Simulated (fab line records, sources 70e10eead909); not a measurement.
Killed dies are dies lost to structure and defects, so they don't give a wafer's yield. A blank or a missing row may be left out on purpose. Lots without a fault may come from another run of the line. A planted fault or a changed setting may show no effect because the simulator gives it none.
fab line records | flow nand_harc | part 1 of 2: steps 1 to 30 of 43
record lots=5 wafers=15 last_day=33
route steps=1302 shown A_DECK1_JOINT@525 A_ONON_D2@545
lots that met no fault: from a run of the same line without faults
start_h: hours from the record's first day to the start of the lot's first wafer shown | wait_h: hours since the lot's step before | " the same as in the row above | L1.1+2: a row that stands for several wafers | - no value, or no start given | * or withheld: withheld | < > ~ a bound
route shown NAME@n: a module of which the file shows steps, and the number in the route of the first | usual: mean/standard deviation of fault-free wafers | same: alike in all rows | chamber/n: place in a boat | sites: the reading at each site | _std_site: their standard deviation | _edge_site: outer sites' mean less inner sites' | radius_mm: how far each site lies from the wafer's centre | mask NAME#n: copy n | behind: the tool/chamber that last shaped the wafer | hold: why the lot was held/for how many hours/how that ended | device: the transistor (n, p or np) that didn't switch | end of line: the same wafers' tests at the end of the route | a step without rows: its recipe alone | killed: dies lost to structure and defects at the first sort, not the wafer's yield | map: a wafer's dies, x killed, . not, _ none there
set.NAME: the setting as run; set.NAME@STEP: as run at that earlier step | model.NAME: the simulator's own value behind a step, which no gauge read
lots at some steps of the route; a table a step, a row a wafer
services: from which hour (start_h, from the record's first day; less than 0 if before it) a tool's chamber was out of use, for how many hours, and why
## steps
# step NHARC_A_DECK1_JOINT_ETCH_11
# recipe target_depth_a=350 chemistry=dHF material=SiO2
# columns lot.wafer tool chamber start_h wait_h
L080.2+1+4 wet_bench-01 4,6,7 296.88 0.1
L081.1+3+2 wet_bench-02 1,4,6 316.77 0.0
L082.1+6+3 wet_bench-03 7,1,2 327.49 0.0
L095.2+4+1 wet_bench-02 7,0,3 454.20 0.0
L096.3+2+1 wet_bench-01 7,2,4 471.22 0.0
# step NHARC_A_DECK1_JOINT_CVD_12
# recipe target_thk_a=900 temp_c=620 pressure_mtorr=200 time_s=1800 material=poly-Si
# usual zone_power_upper_pct=9.3/0.55
# same time_s=1800
# columns lot.wafer tool chamber start_h wait_h zone_power_upper_pct
L080.1 lpcvd_poly-01 0 299.33 2.4 8.7
L080.2 " 0 " " 8.7
L080.4 " 0 " " 8.9
L081.1 lpcvd_poly-01 0 319.28 2.5 8.9
L081.2 " 0 " " 8.9
L081.3 " 0 " " 9.1
L082.1 lpcvd_poly-04 0 331.01 3.5 10.0
L082.3 " 0 " " 10.1
L082.6 " 0 " " 10.0
L095.1 lpcvd_poly-04 0 456.87 2.6 10.2
L095.2 " 0 " " 10.2
L095.4 " 0 " " 10.1
L096.1 lpcvd_poly-04 0 473.90 2.5 10.2
L096.2 " 0 " " 10.0
L096.3 " 0 " " 10.1
# step NHARC_A_DECK1_JOINT_CMP_13
# recipe target_thk_nm=51.023
# usual motor_current_A=11.7/1 time_to_endpoint_s=8.5/2.6
# columns lot.wafer tool chamber start_h wait_h motor_current_A time_to_endpoint_s
L080.1 cmp-03 1 302.18 0.4 10.5 5.0
L080.4 " 2 " " 13.5 5.1
L080.2 " 0 " " 12.2 6.7
L081.1 cmp-04 1 322.18 0.4 10.3 10.2
L081.2 " 3 " " 10.6 11.2
L081.3 " 0 " " 11.7 6.1
L082.1 cmp-04 2 333.91 0.4 12.7 10.6
L082.3 " 3 " " 9.9 8.9
L082.6 " 1 " " 10.7 8.7
L095.4 cmp-04 3 459.77 0.4 10.6 7.2
L095.2 " 1 " " 10.6 6.7
L095.1 " 2 " " 12.4 7.8
L096.1 cmp-02 2 476.75 0.4 12.1 14.9
L096.3 " 0 " " 12.8 14.0
L096.2 " 1 " " 11.8 15.5
# step NHARC_A_DECK1_JOINT_THK_MEAS_14
# recipe thk_meas_gauge=ellipsometry
# usual thk_nm=51.1/1.4
# columns lot.wafer tool chamber start_h wait_h thk_nm
L080.1 film_metro-01 - 302.44 0.2 48.6
L080.2 " - " " 50.0
L080.4 " - " " 50.2
L081.1 film_metro-01 - 322.43 0.2 49.8
L081.2 " - " " 50.1
L081.3 " - " " 49.6
L082.1 film_metro-01 - 334.11 0.2 50.7
L082.3 " - " " 52.7
L082.6 " - " " 50.0
L095.1 film_metro-01 - 460.03 0.2 49.6
L095.2 " - " " 51.6
L095.4 " - " " 50.2
L096.1 film_metro-02 - 477.01 0.2 52.6
L096.2 " - " " 52.8
L096.3 " - " " 51.5
# step NHARC_A_DECK1_JOINT_SRD_04
# columns lot.wafer tool chamber start_h wait_h
L080.4+2+1 wet_bench-02 3,4,7 302.48 0.0
L081.3+1+2 wet_bench-01 4,5,7 322.48 0.0
L082.6+3+1 wet_bench-02 6,7,2 334.16 0.0
L095.4+1+2 wet_bench-03 5,7,0 460.07 0.0
L096.2+3+1 wet_bench-01 3,5,6 477.05 0.0
# step NHARC_A_DECK1_JOINT_ETCHBACK_00
# recipe target_depth_a=300 time_s=17.4 hbr_flow_sccm=150 rf_w=350 icp_w=350 bias_w=60 chemistry=HBr
# usual drypump_motor_current_A=5.7/0.55 oes_product_au=1.004/0.01 throttle_valve_pct=23.265/0.0096
# same time_s=17.4
# columns lot.wafer tool chamber start_h wait_h drypump_motor_current_A oes_product_au rf_hours_counter_h throttle_valve_pct
L080.1 rie_si-02 0 302.58 0.1 6.0 1.000 0.1 23.258
L080.2 " 2 " " 5.9 1.009 0.0 23.254
L080.4 " 0 " " 6.0 1.008 - 23.265
L081.1 rie_si-01 0 322.56 0.1 5.8 1.025 0.7 23.252
L081.3 " 1 " " 5.4 1.006 0.8 23.259
L081.2 " 3 " " 5.2 0.994 0.7 23.281
L082.1 rie_si-01 2 334.24 0.1 4.6 1.001 0.9 23.275
L082.3 " 0 " " 5.8 1.023 0.8 23.256
L082.6 " 3 " " 5.2 0.997 - 23.259
L095.1 rie_si-06 0 460.16 0.1 5.2 1.004 0.2 23.249
L095.2 " 3 " " 5.1 1.003 0.2 23.272
L095.4 " 0 " " 5.2 1.012 - 23.280
L096.2 rie_si-06 2 477.16 0.1 6.2 1.002 0.2 23.277
L096.1 " 3 " " 5.1 0.996 0.3 23.272
L096.3 " 1 " " 6.4 1.006 0.3 23.272
# step NHARC_A_DECK1_JOINT_PRECLEAN_30
# recipe time_s=* temp_c=50 bath_age_min=0 chemistry=SC1
# usual sc1_h2o2_end_mol_l=0.3699/0.00061 temp_c=50.00/0.11
# same time_s=*
# columns lot.wafer tool chamber start_h wait_h sc1_h2o2_end_mol_l temp_c
L080.1 wet_bench-02 6 302.73 0.1 0.3706 49.96
L080.4 " 7 " " 0.3699 50.08
L080.2 " 1 " " 0.3701 50.02
L081.1 wet_bench-03 3 322.70 0.1 0.3702 50.09
L081.2 " 4 " " 0.3708 50.08
L081.3 " 0 " " 0.3698 49.95
L082.1 wet_bench-03 5 334.39 0.1 0.3690 49.82
L082.6 " 6 " " 0.3702 50.21
L082.3 " 2 " " 0.3680 50.12
L095.2 wet_bench-02 5 460.32 0.1 0.3698 50.06
L095.1 " 6 " " 0.3690 50.14
L095.4 " 0 " " 0.3704 50.15
L096.2 wet_bench-02 1 477.33 0.2 0.3693 50.03
L096.1 " 3 " " 0.3699 49.92
L096.3 " 6 " " 0.3706 50.02
# step NHARC_A_DECK1_JOINT_SRD_31
# columns lot.wafer tool chamber start_h wait_h
L080.1+4+2 wet_bench-02 6,7,1 - -
L081.1+2+3 wet_bench-03 3,4,0 - -
L082.1+6+3 wet_bench-03 5,6,2 - -
L095.2+1+4 wet_bench-02 5,6,0 - -
L096.2+1+3 wet_bench-02 1,3,6 - -
# step NHARC_A_DECK1_JOINT_CVD_34
# recipe target_thk_a=200 temp_c=700 pressure_mtorr=300 material=SiNx
# usual zone_power_upper_pct=9.5/1
# columns lot.wafer tool chamber start_h wait_h zone_power_upper_pct
L080.1 lpcvd-01 0 305.95 - 8.8
L080.2 " 0 " " 8.8
L080.4 " 0 " " 8.8
L081.1 lpcvd-02 0 325.95 - 10.1
L081.2 " 0 " " 10.0
L081.3 " 0 " " 10.0
L082.1 lpcvd-01 1 337.63 - 8.3
L082.3 " 1 " " 8.4
L082.6 " 1 " " 8.3
L095.1 lpcvd-02 0 463.57 - 10.2
L095.2 " 0 " " 10.1
L095.4 " 0 " " 10.0
L096.1 lpcvd-02 0 480.57 - 10.0
L096.2 " 0 " " 10.0
L096.3 " 0 " " 9.9
# step NHARC_A_DECK1_JOINT_DEP_06
# recipe target_thk_a=800 temp_c=65 material=SiOx
# columns lot.wafer tool chamber start_h wait_h
L080.1+2+4 fcvd-02 0,1,0 309.19 0.4
L081.2+1+3 fcvd-01 0,1,1 329.11 0.4
L082.1+3+6 fcvd-02 0,1,0 340.87 0.4
L095.1+2+4 fcvd-01 1,0,1 466.76 0.4
L096.1+2+3 fcvd-02 1,0,0 483.79 0.4
# step NHARC_A_DECK1_JOINT_CURE_26
# recipe temp_c=150 time_s=32 pressure_atm=0.395
# same time_s=32
# columns lot.wafer tool chamber start_h wait_h
L080.1+2+4 fcvd-02 0,1,0 309.37 0.1
L081.2+1+3 fcvd-01 0,1,1 329.29 0.1
L082.1+3+6 fcvd-02 0,1,0 341.03 0.1
L095.1+2+4 fcvd-01 1,0,1 466.94 0.1
L096.1+2+3 fcvd-02 1,0,0 483.97 0.1
# step NHARC_A_DECK1_JOINT_ANNEAL_27
# recipe temp_c=400 time_s=3600 idle_temp_c=300 ramp_up_c_per_min=10 densification_p_h2o_torr=640
# usual zone_power_upper_pct=4.43/0.11
# same time_s=3600
# columns lot.wafer tool chamber start_h wait_h zone_power_upper_pct
L080.1 furnace-04 0 312.09 2.7 4.50
L080.2 " 0 " " 4.46
L080.4 " 0 " " 4.46
L081.1 furnace-04 0 333.53 4.2 4.49
L081.2 " 0 " " 4.50
L081.3 " 0 " " 4.42
L082.1 furnace-04 0 344.17 3.1 4.43
L082.3 " 0 " " 4.55
L082.6 " 0 " " 4.46
L095.1 furnace-04 0 470.13 3.2 4.45
L095.2 " 0 " " 4.49
L095.4 " 0 " " 4.56
L096.1 furnace-04 0 487.05 3.1 4.48
L096.2 " 0 " " 4.49
L096.3 " 0 " " 4.45
# step NHARC_A_DECK1_JOINT_ANNEAL_28
# recipe temp_c=500 time_s=1800 idle_temp_c=400 ramp_up_c_per_min=10 densification_p_h2o_torr=640
# usual zone_power_upper_pct=6.22/0.17
# same time_s=1800
# columns lot.wafer tool chamber start_h wait_h zone_power_upper_pct
L080.1 furnace-04 0 317.75 3.9 6.39
L080.2 " 0 " " 6.23
L080.4 " 0 " " 6.29
L081.1 furnace-04 0 338.63 3.3 6.31
L081.2 " 0 " " 6.34
L081.3 " 0 " " 6.26
L082.1 furnace-04 0 349.88 3.9 6.36
L082.3 " 0 " " 6.34
L082.6 " 0 " " 6.27
L095.1 furnace-04 0 477.88 6.0 6.37
L095.2 " 0 " " 6.24
L095.4 " 0 " " 6.14
L096.1 furnace-04 0 492.68 3.9 6.36
L096.2 " 0 " " 6.36
L096.3 " 0 " " 6.26
# step NHARC_A_DECK1_JOINT_ANNEAL_29
# recipe temp_c=750 time_s=1800 idle_temp_c=500 ramp_up_c_per_min=10 ramp_down_c_per_min=3
# usual zone_power_upper_pct=12.7/0.32
# same time_s=1800
# columns lot.wafer tool chamber start_h wait_h zone_power_upper_pct
L080.1 furnace-04 0 322.24 3.8 12.9
L080.2 " 0 " " 12.9
L080.4 " 0 " " 12.9
L081.1 furnace-04 0 341.86 2.6 12.8
L081.2 " 0 " " 12.8
L081.3 " 0 " " 12.8
L082.1 furnace-04 0 353.13 2.6 12.9
L082.3 " 0 " " 12.9
L082.6 " 0 " " 12.9
L095.1 furnace-04 0 481.11 2.6 13.0
L095.2 " 0 " " 12.9
L095.4 " 0 " " 12.7
L096.1 furnace-04 0 495.92 2.6 12.9
L096.2 " 0 " " 12.8
L096.3 " 0 " " 12.7
# step NHARC_A_DECK1_JOINT_CMP_02
# recipe material=SiOx
# usual motor_current_A=11.9/1.1
# columns lot.wafer tool chamber start_h wait_h motor_current_A
L080.1 cmp-02 3 324.93 0.4 14.3
L080.2 " 0 " " 13.4
L080.4 " 1 " " 11.9
L081.1 cmp-03 1 344.56 0.4 10.8
L081.2 " 2 " " 12.7
L081.3 " 3 " " 11.2
L082.3 cmp-03 1 355.85 0.4 10.4
L082.1 " 2 " " 13.0
L082.6 " 0 " " 12.2
L095.1 cmp-02 2 483.82 0.4 11.9
L095.4 " 0 " " 13.2
L095.2 " 1 " " 11.4
L096.1 cmp-04 2 498.64 0.4 12.7
L096.3 " 3 " " 10.3
L096.2 " 0 " " 11.9
# step NHARC_A_DECK1_JOINT_SRD_15
# columns lot.wafer tool chamber start_h wait_h
L080.2+1+4 wet_bench-03 2,3,5 325.21 0.0
L081.3+2+1 wet_bench-01 7,1,3 344.83 0.0
L082.6+1+3 wet_bench-02 2,3,5 356.10 0.0
L095.4+1+2 wet_bench-03 4,5,7 484.12 0.0
L096.1+3+2 wet_bench-03 7,0,3 498.91 0.0
# step NHARC_A_DECK1_JOINT_DEP_16
# recipe target_thk_a=450 temp_c=400 pressure_torr=6.5 rf_w=900 teos_flow_sccm=161.4 flow_sccm=2650 target_thk_nm=45 gas=O2 material=SiO2
# usual heater_power_w=516/63 throttle_valve_pct=16.1/0.51
# columns lot.wafer tool chamber start_h wait_h heater_power_w throttle_valve_pct
L080.1 pecvd-03 0 325.33 0.1 556 16.2
L080.2 " 1 " " 492 15.3
L080.4 " 2 " " 469 15.6
L081.2 pecvd-01 1 344.93 0.1 534 16.9
L081.1 " 2 " " 550 16.2
L081.3 " 0 " " 618 15.9
L082.3 pecvd-03 0 356.19 0.1 471 16.1
L082.1 " 1 " " 433 15.3
L082.6 " 0 " " 467 15.7
L095.2 pecvd-03 1 484.21 0.1 499 15.1
L095.1 " 2 " " 479 15.8
L095.4 " 2 " " 463 15.7
L096.2 pecvd-02 1 499.00 0.1 448 16.0
L096.1 " 2 " " 443 16.8
L096.3 " 0 " " 520 16.0
# step NHARC_A_DECK1_JOINT_THK_MEAS_17
# recipe thk_meas_gauge=ellipsometry
# usual thk_nm=45.0/1.1
# columns lot.wafer tool chamber start_h wait_h thk_nm
L080.1 film_metro-02 - 325.60 0.2 45.5
L080.2 " - " " 44.0
L080.4 " - " " 45.1
L081.1 film_metro-01 - 345.21 0.2 44.1
L081.2 " - " " 45.4
L081.3 " - " " 42.3
L082.1 film_metro-01 - 356.47 0.2 45.4
L082.3 " - " " 42.6
L082.6 " - " " 44.8
L095.1 film_metro-02 - 484.49 0.2 45.4
L095.2 " - " " 45.8
L095.4 " - " " 43.9
L096.1 film_metro-01 - 499.28 0.2 46.2
L096.2 " - " " 43.2
L096.3 " - " " 45.7
# step NHARC_A_DECK1_JOINT_INSPECT_05
# usual raw_defect_count=333/130
# columns lot.wafer tool chamber start_h wait_h raw_defect_count
L080.1 defect_inspect-01 - 325.64 0.0 231
L080.2 " - " " 223
L080.4 " - " " 238
L081.1 defect_inspect-02 - 345.24 0.0 463
L081.2 " - " " 542
L081.3 " - " " 344
L082.1 defect_inspect-01 - 356.51 0.0 173
L082.3 " - " " 208
L082.6 " - " " 173
L095.1 defect_inspect-01 - 484.52 0.0 384
L095.2 " - " " 366
L095.4 " - " " 244
L096.1 defect_inspect-02 - 499.32 0.0 187
L096.2 " - " " 405
L096.3 " - " " 395
# step NHARC_A_ONON_D2_DEP_00
# recipe target_thk_a=10000 n2_flow_sccm=2750 n2o_flow_sccm=2000 nh3_flow_sccm=500 sih4_flow_sccm=210 temp_c=400
# columns lot.wafer tool chamber start_h wait_h
L080.1+2+4 pecvd_onon-01 0 325.70 0.1
L081.1+2+3 pecvd_onon-02 0 345.31 0.1
L082.1+3+6 pecvd_onon-01 0 356.57 0.1
L095.1+2+4 pecvd_onon-02 0 484.59 0.1
L096.1+2+3 pecvd_onon-01 0 499.38 0.1
# step NHARC_A_ONON_D2_THK_MEAS_02
# recipe thk_meas_gauge=ellipsometry
# usual thk_nm=999/9.3
# columns lot.wafer tool chamber start_h wait_h thk_nm
L080.1 film_metro-01 - 326.22 - 1003
L080.2 " - " " 1005
L080.4 " - " " 1003
L081.1 film_metro-02 - 345.82 - 1013
L081.2 " - " " 1014
L081.3 " - " " 1013
L082.1 film_metro-02 - 357.08 - 971
L082.3 " - " " 968
L082.6 " - " " 972
L095.1 film_metro-02 - 485.09 - 1010
L095.2 " - " " 1009
L095.4 " - " " 1007
L096.1 film_metro-01 - 499.89 - 1001
L096.2 " - " " 1000
L096.3 " - " " 999
# step NHARC_A_ONON_D2_DEP_03
# recipe target_thk_a=10000 n2_flow_sccm=2750 n2o_flow_sccm=2000 nh3_flow_sccm=500 sih4_flow_sccm=210 temp_c=400
# columns lot.wafer tool chamber start_h wait_h
L080.1+2+4 pecvd_onon-02 0 326.27 0.1
L081.1+2+3 pecvd_onon-04 0 345.88 0.1
L082.1+3+6 pecvd_onon-02 0 357.14 0.1
L095.1+2+4 pecvd_onon-01 0 485.15 0.1
L096.1+2+3 pecvd_onon-02 0 499.95 0.1
# step NHARC_A_ONON_D2_THK_MEAS_05
# recipe thk_meas_gauge=ellipsometry
# usual thk_nm=996/8.7
# columns lot.wafer tool chamber start_h wait_h thk_nm
L080.1 film_metro-02 - 326.78 - 1009
L080.2 " - " " 1009
L080.4 " - " " 1008
L081.1 film_metro-02 - 346.38 - 1004
L081.2 " - " " 1003
L081.3 " - " " 1003
L082.1 film_metro-01 - 357.64 - 1016
L082.3 " - " " 1017
L082.6 " - " " 1015
L095.1 film_metro-02 - 485.66 - 992
L095.2 " - " " 994
L095.4 " - " " 993
L096.1 film_metro-01 - 500.46 - 990
L096.2 " - " " 991
L096.3 " - " " 988
# step NHARC_A_ONON_D2_DEP_06
# recipe target_thk_a=10000 n2_flow_sccm=2750 n2o_flow_sccm=2000 nh3_flow_sccm=500 sih4_flow_sccm=210 temp_c=400
# columns lot.wafer tool chamber start_h wait_h
L080.1+2+4 pecvd_onon-04 0 326.83 0.1
L081.1+2+3 pecvd_onon-01 0 346.44 0.1
L082.1+3+6 pecvd_onon-04 0 357.70 0.1
L095.1+2+4 pecvd_onon-02 0 485.72 0.1
L096.1+2+3 pecvd_onon-02 0 500.51 0.1
# step NHARC_A_ONON_D2_THK_MEAS_08
# recipe thk_meas_gauge=ellipsometry
# usual thk_nm=1000/7.7
# columns lot.wafer tool chamber start_h wait_h thk_nm
L080.1 film_metro-01 - 327.33 - 1001
L080.2 " - " " 1001
L080.4 " - " " 1002
L081.1 film_metro-01 - 346.95 - 990
L081.2 " - " " 992
L081.3 " - " " 990
L082.1 film_metro-01 - 358.21 - 997
L082.3 " - " " 995
L082.6 " - " " 994
L095.1 film_metro-01 - 486.23 - 999
L095.2 " - " " 999
L095.4 " - " " 1000
L096.1 film_metro-02 - 501.03 - 1018
L096.2 " - " " 1015
L096.3 " - " " 1017
# step NHARC_A_ONON_D2_DEP_09
# recipe target_thk_a=10000 n2_flow_sccm=2750 n2o_flow_sccm=2000 nh3_flow_sccm=500 sih4_flow_sccm=210 temp_c=400
# columns lot.wafer tool chamber start_h wait_h
L080.1+2+4 pecvd_onon-01 0 327.39 0.1
L081.1+2+3 pecvd_onon-02 0 347.00 0.1
L082.1+3+6 pecvd_onon-01 0 358.27 0.1
L095.1+2+4 pecvd_onon-01 0 486.29 0.1
L096.1+2+3 pecvd_onon-02 0 501.08 0.1
# step NHARC_A_ONON_D2_THK_MEAS_11
# recipe thk_meas_gauge=ellipsometry
# usual thk_nm=1003/10
# columns lot.wafer tool chamber start_h wait_h thk_nm
L080.1 film_metro-02 - 327.90 - 1010
L080.2 " - " " 1008
L080.4 " - " " 1009
L081.1 film_metro-01 - 347.51 - 996
L081.2 " - " " 999
L081.3 " - " " 994
L082.1 film_metro-01 - 358.78 - 989
L082.3 " - " " 989
L082.6 " - " " 989
L095.1 film_metro-01 - 486.79 - 1005
L095.2 " - " " 1005
L095.4 " - " " 1006
L096.1 film_metro-01 - 501.59 - 1028
L096.2 " - " " 1027
L096.3 " - " " 1026
# step NHARC_A_ONON_D2_DEP_12
# recipe target_thk_a=10000 n2_flow_sccm=2750 n2o_flow_sccm=2000 nh3_flow_sccm=500 sih4_flow_sccm=210 temp_c=400
# columns lot.wafer tool chamber start_h wait_h
L080.1+2+4 pecvd_onon-02 0 327.96 0.1
L081.1+2+3 pecvd_onon-01 0 347.57 0.1
L082.1+3+6 pecvd_onon-02 0 358.84 0.1
L095.1+2+4 pecvd_onon-04 0 486.85 0.1
L096.1+2+3 pecvd_onon-02 0 501.65 0.1
# step NHARC_A_ONON_D2_THK_MEAS_14
# recipe thk_meas_gauge=ellipsometry
# usual thk_nm=1002/10
# columns lot.wafer tool chamber start_h wait_h thk_nm
L080.1 film_metro-02 - 328.49 - 998
L080.2 " - " " 999
L080.4 " - " " 998
L081.1 film_metro-02 - 348.07 - 983
L081.2 " - " " 984
L081.3 " - " " 985
L082.1 film_metro-02 - 359.35 - 1011
L082.3 " - " " 1012
L082.6 " - " " 1013
L095.1 film_metro-01 - 487.37 - 1001
L095.2 " - " " 1002
L095.4 " - " " 1000
L096.1 film_metro-02 - 502.15 - 995
L096.2 " - " " 995
L096.3 " - " " 995
# step NHARC_A_ONON_D2_ANNEAL_15
# recipe temp_c=750 time_s=3600
# usual zone_power_upper_pct=12.1/0.41
# same time_s=3600
# columns lot.wafer tool chamber start_h wait_h zone_power_upper_pct
L080.1 furnace-07 0 331.47 3.0 11.7
L080.2 " 0 " " 11.9
L080.4 " 0 " " 12.1
L081.1 furnace-07 0 352.68 4.6 12.0
L081.2 " 0 " " 11.9
L081.3 " 0 " " 11.9
L082.1 furnace-07 0 362.37 3.0 11.7
L082.3 " 0 " " 12.0
L082.6 " 0 " " 12.0
L095.1 furnace-07 0 490.39 3.0 11.9
L095.2 " 0 " " 11.6
L095.4 " 0 " " 12.0
L096.1 furnace-07 0 505.18 3.0 11.8
L096.2 " 0 " " 12.2
L096.3 " 0 " " 11.9
